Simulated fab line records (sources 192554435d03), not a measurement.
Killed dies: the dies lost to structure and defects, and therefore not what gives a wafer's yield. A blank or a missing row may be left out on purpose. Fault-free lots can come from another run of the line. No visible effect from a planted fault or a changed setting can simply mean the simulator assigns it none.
Matching of chambers / flow n5-finfet / ald-metal-02 running N5_HKMG_FIN_ALD_79: 4 sister chambers
The step deposits TiN, target thk 1.5 nm, pulse time 1 s, purge time 3 s. 8 wafers are shown with their chamber, then 10 later ones without.

WAFERS, EACH WITH ITS CHAMBER
wafer=L081.1; chamber=2; heater-power-w (W)=835; precursor-pulse-height-rel=1.008
wafer=L081.5; chamber=3; heater-power-w (W)=987; precursor-pulse-height-rel=0.982
wafer=L081.6; chamber=0; heater-power-w (W)=887; precursor-pulse-height-rel=1.004
wafer=L082.1; chamber=1; heater-power-w (W)=776; precursor-pulse-height-rel=0.980
wafer=L082.2; chamber=3; heater-power-w (W)=995; precursor-pulse-height-rel=0.990
wafer=L082.3; chamber=0; heater-power-w (W)=902; precursor-pulse-height-rel=1.009
wafer=L086.1; chamber=2; heater-power-w (W)=855; precursor-pulse-height-rel=0.991
wafer=L086.4; chamber=1; heater-power-w (W)=803; precursor-pulse-height-rel=0.985

WAFERS WHOSE CHAMBER IS MISSING
wafer=L086.5; heater-power-w (W)=926; precursor-pulse-height-rel=0.996
wafer=L092.1; heater-power-w (W)=842; precursor-pulse-height-rel=0.997
wafer=L092.2; heater-power-w (W)=808; precursor-pulse-height-rel=0.987
wafer=L092.3; heater-power-w (W)=1018; precursor-pulse-height-rel=0.999
wafer=L092.4; heater-power-w (W)=1012; precursor-pulse-height-rel=1.027
wafer=L092.5; heater-power-w (W)=786; precursor-pulse-height-rel=1.011
wafer=L092.6; heater-power-w (W)=847; precursor-pulse-height-rel=0.998
wafer=L093.1; heater-power-w (W)=808; precursor-pulse-height-rel=1.014
wafer=L093.2; heater-power-w (W)=826; precursor-pulse-height-rel=0.958
wafer=L093.5; heater-power-w (W)=835; precursor-pulse-height-rel=0.987

WHICH CHAMBER EACH ONE RAN IN
wafer=L086.5; from the rows above=0; in truth=0
wafer=L092.1; from the rows above=2; in truth=2
wafer=L092.2; from the rows above=can't be placed: 1 or 2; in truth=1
wafer=L092.3; from the rows above=3; in truth=3
wafer=L092.4; from the rows above=3; in truth=3
wafer=L092.5; from the rows above=can't be placed: 1 or 2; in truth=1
wafer=L092.6; from the rows above=2; in truth=2
wafer=L093.1; from the rows above=can't be placed: 2 or 1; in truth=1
wafer=L093.2; from the rows above=can't be placed: 1 or 2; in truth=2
wafer=L093.5; from the rows above=can't be placed: 2 or 1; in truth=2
Correctly placed: 5 of 10. Can't be placed from these rows: 5 (the true chamber is among the candidates in 5). Wrongly placed: 0.
How it was worked out, from the rows above alone: a wafer's distance from a chamber is the root of the sum, over the readings, of the square of ((its reading less the chamber's mean) divided by the reading's scatter). If the next closest chamber is less than 2 further off than the closest, the wafer can't be placed; otherwise it belongs to the closest. For every chamber, the mean is computed from those of its wafers that are shown. The scatter: take each reading less its chamber's mean, square it, sum over the shown wafers, divide by the number of wafers less the number of chambers, and take the root.
